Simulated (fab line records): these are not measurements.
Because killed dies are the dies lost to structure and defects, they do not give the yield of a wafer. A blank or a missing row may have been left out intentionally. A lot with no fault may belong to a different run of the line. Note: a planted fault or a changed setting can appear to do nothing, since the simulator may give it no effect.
Which tool is to blame? || flow n5Finfet || Sampling: 12 lots, 36 wafers, 6 of 1938 route steps

WHAT THE GAUGES SHOWED, per wafer
N5_BEOL_M11_THK_MEAS_53: measures by xrf.
{"lot": "L075", "measured": "day 12 15:52", "on": "filmMetro-01", "M11_THK (nm)": "138 137 140"}
{"lot": "L076", "measured": "day 13 01:31", "on": "filmMetro-02", "M11_THK (nm)": "135 138 139"}
{"lot": "L079", "measured": "day 13 13:56", "on": "filmMetro-02", "M11_THK (nm)": "134 141 137"}
{"lot": "L082", "measured": "day 14 03:03", "on": "filmMetro-02", "M11_THK (nm)": "137 131 131"}
{"lot": "L081", "measured": "day 14 20:56", "on": "filmMetro-02", "M11_THK (nm)": "135 139 141"}
{"lot": "L085", "measured": "day 15 05:58", "on": "filmMetro-01", "M11_THK (nm)": "132 146 140"}
{"lot": "L087", "measured": "day 15 19:25", "on": "filmMetro-02", "M11_THK (nm)": "138 146 131"}
{"lot": "L086", "measured": "day 16 06:01", "on": "filmMetro-02", "M11_THK (nm)": "140 136 142"}
{"lot": "L093", "measured": "day 17 04:08", "on": "filmMetro-02", "M11_THK (nm)": "138 135 138"}
{"lot": "L090", "measured": "day 18 00:13", "on": "filmMetro-01", "M11_THK (nm)": "132 138 139"}
{"lot": "L096", "measured": "day 18 02:50", "on": "filmMetro-01", "M11_THK (nm)": "142 138 143"}
{"lot": "L095", "measured": "day 18 18:11", "on": "filmMetro-02", "M11_THK (nm)": "137 134 138"}

WHAT TOOL EACH LOT RAN ON (gives the tool, then ch and the chambers of the sampled wafers, and finally the start)
{"lot": "L075", "N5_BEOL_M9_SURFACE_TREAT_79": "pvdSputter-02, day 12 01:53", "N5_BEOL_M10_ETCH_41": "rieDiel-05 ch 0,1, day 12 10:11 or earlier", "N5_BEOL_M10_STRIP_77": "rieDiel-05 ch 0,1, day 12 10:11 or earlier", "N5_BEOL_M11_HM_DEP_02": "pvdSputter-01, day 12 10:11", "N5_BEOL_M11_STRIP_19": "rieDiel-03 ch 0,1,2, day 12 11:14"}
{"lot": "L076", "N5_BEOL_M9_SURFACE_TREAT_79": "pvdSputter-02, day 12 08:35", "N5_BEOL_M10_ETCH_41": "rieDiel-05 ch 0,1, day 12 18:58 or earlier", "N5_BEOL_M10_STRIP_77": "rieDiel-05 ch 0,1, day 12 18:58 or earlier", "N5_BEOL_M11_HM_DEP_02": "pvdSputter-03, day 12 18:58", "N5_BEOL_M11_STRIP_19": "rieDiel-06 ch 0,1,3, day 12 20:26"}
{"lot": "L079", "N5_BEOL_M9_SURFACE_TREAT_79": "pvdSputter-03, day 12 19:40", "N5_BEOL_M10_ETCH_41": "rieDiel-04 ch 0,1,2, day 13 07:52 or earlier", "N5_BEOL_M10_STRIP_77": "rieDiel-04 ch 0,1,2, day 13 07:52 or earlier", "N5_BEOL_M11_HM_DEP_02": "pvdSputter-03, day 13 07:52", "N5_BEOL_M11_STRIP_19": "rieDiel-03 ch 0,1,3, day 13 08:52"}
{"lot": "L082", "N5_BEOL_M9_SURFACE_TREAT_79": "pvdSputter-03, day 13 08:28", "N5_BEOL_M10_ETCH_41": "rieDiel-01 ch 0,1,2, day 13 18:24 or earlier", "N5_BEOL_M10_STRIP_77": "rieDiel-01 ch 0,1,2, day 13 18:24 or earlier", "N5_BEOL_M11_HM_DEP_02": "pvdSputter-03, day 13 18:24", "N5_BEOL_M11_STRIP_19": "rieDiel-02 ch 0,1,2, day 13 19:14"}
{"lot": "L081", "N5_BEOL_M9_SURFACE_TREAT_79": "pvdSputter-01, day 14 01:52", "N5_BEOL_M10_ETCH_41": "rieDiel-05 ch 0,1,2, day 14 13:47 or earlier", "N5_BEOL_M10_STRIP_77": "rieDiel-05 ch 0,1,2, day 14 13:47 or earlier", "N5_BEOL_M11_HM_DEP_02": "pvdSputter-03, day 14 13:47", "N5_BEOL_M11_STRIP_19": "rieDiel-06 ch 0,1,2, day 14 14:51"}
{"lot": "L085", "N5_BEOL_M9_SURFACE_TREAT_79": "pvdSputter-02, day 14 10:12", "N5_BEOL_M10_ETCH_41": "rieDiel-05 ch 0,1,3, day 14 22:52 or earlier", "N5_BEOL_M10_STRIP_77": "rieDiel-05 ch 0,1,3, day 14 22:52 or earlier", "N5_BEOL_M11_HM_DEP_02": "pvdSputter-02, day 14 22:52", "N5_BEOL_M11_STRIP_19": "rieDiel-02 ch 0,2,3, day 14 23:50"}
{"lot": "L087", "N5_BEOL_M9_SURFACE_TREAT_79": "pvdSputter-01, day 15 02:40", "N5_BEOL_M10_ETCH_41": "rieDiel-05 ch 0,2,3, day 15 12:58 or earlier", "N5_BEOL_M10_STRIP_77": "rieDiel-05 ch 0,2,3, day 15 12:58 or earlier", "N5_BEOL_M11_HM_DEP_02": "pvdSputter-01, day 15 12:58", "N5_BEOL_M11_STRIP_19": "rieDiel-02 ch 0,1,2, day 15 13:56"}
{"lot": "L086", "N5_BEOL_M9_SURFACE_TREAT_79": "pvdSputter-01, day 15 09:59", "N5_BEOL_M10_ETCH_41": "rieDiel-04 ch 1,2,3, day 15 22:56 or earlier", "N5_BEOL_M10_STRIP_77": "rieDiel-04 ch 1,2,3, day 15 22:56 or earlier", "N5_BEOL_M11_HM_DEP_02": "pvdSputter-03, day 15 22:56", "N5_BEOL_M11_STRIP_19": "rieDiel-06 ch 1,3, day 15 23:56"}
{"lot": "L093", "N5_BEOL_M9_SURFACE_TREAT_79": "pvdSputter-03, day 16 03:27", "N5_BEOL_M10_ETCH_41": "rieDiel-05 ch 0,2, day 16 17:08 or earlier", "N5_BEOL_M10_STRIP_77": "rieDiel-05 ch 0,2, day 16 17:08 or earlier", "N5_BEOL_M11_HM_DEP_02": "pvdSputter-03, day 16 17:08", "N5_BEOL_M11_STRIP_19": "rieDiel-06 ch 0,2, day 16 18:45"}
{"lot": "L090", "N5_BEOL_M9_SURFACE_TREAT_79": "pvdSputter-03, day 16 11:58", "N5_BEOL_M10_ETCH_41": "rieDiel-04 ch 2,3, day 17 03:47 or earlier", "N5_BEOL_M10_STRIP_77": "rieDiel-04 ch 2,3, day 17 03:47 or earlier", "N5_BEOL_M11_HM_DEP_02": "pvdSputter-01, day 17 03:47", "N5_BEOL_M11_STRIP_19": "rieDiel-06 ch 0,1,3, day 17 19:02"}
{"lot": "L096", "N5_BEOL_M9_SURFACE_TREAT_79": "pvdSputter-02, day 17 04:25", "N5_BEOL_M10_ETCH_41": "rieDiel-05 ch 0,1,3, day 17 20:50 or earlier", "N5_BEOL_M10_STRIP_77": "rieDiel-05 ch 0,1,3, day 17 20:50 or earlier", "N5_BEOL_M11_HM_DEP_02": "pvdSputter-03, day 17 20:50", "N5_BEOL_M11_STRIP_19": "rieDiel-02 ch 0,1,3, day 17 22:35"}
{"lot": "L095", "N5_BEOL_M9_SURFACE_TREAT_79": "pvdSputter-02, day 17 22:24", "N5_BEOL_M10_ETCH_41": "rieDiel-04 ch 0,2,3, day 18 12:02 or earlier", "N5_BEOL_M10_STRIP_77": "rieDiel-04 ch 0,2,3, day 18 12:02 or earlier", "N5_BEOL_M11_HM_DEP_02": "pvdSputter-03, day 18 12:02", "N5_BEOL_M11_STRIP_19": "rieDiel-03 ch 1,2,3, day 18 12:53"}
- N5_BEOL_M9_SURFACE_TREAT_79
- N5_BEOL_M10_ETCH_41: etches SiCN in CH3F/O2, target depth 42.6 nm, time 86 s.
- N5_BEOL_M10_STRIP_77: strips in N2/H2, time 10 s.
- N5_BEOL_M11_HM_DEP_02: deposits TiN, target thk 20 nm.
- N5_BEOL_M11_STRIP_19: strips in O2.

THE ANSWER, worked out from the rows above alone
Rule: what is usual is taken from the lots themselves. Put in order of their means at a reading, lots are off if they are a third of the lots or fewer, leave a main group of 4 or more, and stand apart from it by a gap of 3 or more times the standard deviation of the main group's means; of several such gaps the widest counts. The tables above print the reading to a certain number of digits; a main group whose means all agree to those digits is not used. Also off: a lot with no number at a reading for which 4 or more lots have one. Any other lot the step has rows for is counted as sound.
No lot is off at any reading shown: from this, nothing can be told.

WHAT THE SIMULATOR HAD INSERTED
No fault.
